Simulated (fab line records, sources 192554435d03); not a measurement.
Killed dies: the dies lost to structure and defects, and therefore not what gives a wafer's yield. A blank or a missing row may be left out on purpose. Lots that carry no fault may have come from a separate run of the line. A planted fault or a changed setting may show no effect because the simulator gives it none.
Problem report in the 8D (eight disciplines) form, filled by code || flow n5-finfet || the parts of the form that need people (team, actions taken, sign-off) are left out

== 1. THE PROBLEM ==
beam-energy-keV at N5_WELL_APT_IMPLANT_15 reads a mean of 31.409 on 6 wafers of 2 lots; wafers without a fault read 25.000 with a standard deviation of 0.0076. That is +99 or more standard deviations from the usual mean.
Seen first at day 6 03:19 on implanter-02, wafer L123.1. At this step, 27 wafers from 9 lots have a number in the record. Rule for "out", or "out of limits": more than 4 standard deviations from the usual mean. All remaining wafers that have a number are taken as sound.

== 2. WHAT IT IS; WHAT IT IS NOT ==
{"question": "which readings at this step", "is": "beam-energy-keV", "is not": "dose-ions-cm2"}
{"question": "which lots", "is": "L123, L126", "is not": "L106, L109, L112, L113, L118, L122, L128"}
{"question": "which wafers of those lots", "is": "all that have a number", "is not": "-"}
{"question": "read on which tools", "is": "implanter-02", "is not": "implanter-01"}
{"question": "when", "is": "from day 6 03:19", "is not": "up to then (18 sound wafers); but 3 sound wafers of L128 came after"}

== 3. WHAT RULES OUT EACH SUSPECT ==
Counting: a tool at any process step up to the reading remains a suspect when it ran all the lots that are out and ran no sound lot after the first of those.
- implanter-02 at N5_WELL_APT_IMPLANT_15: kept. It ran every lot that is out, first L123 (day 6 03:19), and no sound lot after that; its last sound lot up to then is L122 (day 5 20:23). Its own beam-energy-keV readings are out on those wafers.
The count leaves implanter-02 at N5_WELL_APT_IMPLANT_15.

== 4. THE CAUSE (what the simulator had put in) ==
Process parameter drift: implanter-02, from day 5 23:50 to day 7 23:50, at N5_WELL_APT_IMPLANT_15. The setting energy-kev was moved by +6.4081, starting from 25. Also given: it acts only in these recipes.
This tool alone remained once counting was done.

== 5. THE EFFECT CHAIN, in route order ==
Each row: a reading where the mean over the struck wafers with a number is more than 3 standard deviations away from the usual. Scope: only readings with a usual standard deviation given in the record; hours: median across lots of the time from each lot's start at the first step in this table that gives one to its start at this step; sigmas: change in usual standard deviations.
{"hours": 0, "step": "N5_WELL_APT_IMPLANT_15", "reading": "beam-energy-keV", "usual": 25.000, "on struck wafers": 31.409, "change": "+6.409", "sigmas": "+99 or more"}
Process steps it contains:
- N5_WELL_APT_IMPLANT_15
Later steps that measure or inspect, where all struck wafers having a row at the step show a number for every such reading and not one has moved that far: N5_BEOL_M4_RC_MEAS_101.

== 6. WHAT WOULD HAVE CAUGHT IT SOONER ==
3 hours passed between the start of the fault at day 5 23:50 and the first reading out of limits in this record, taken at day 6 03:19.
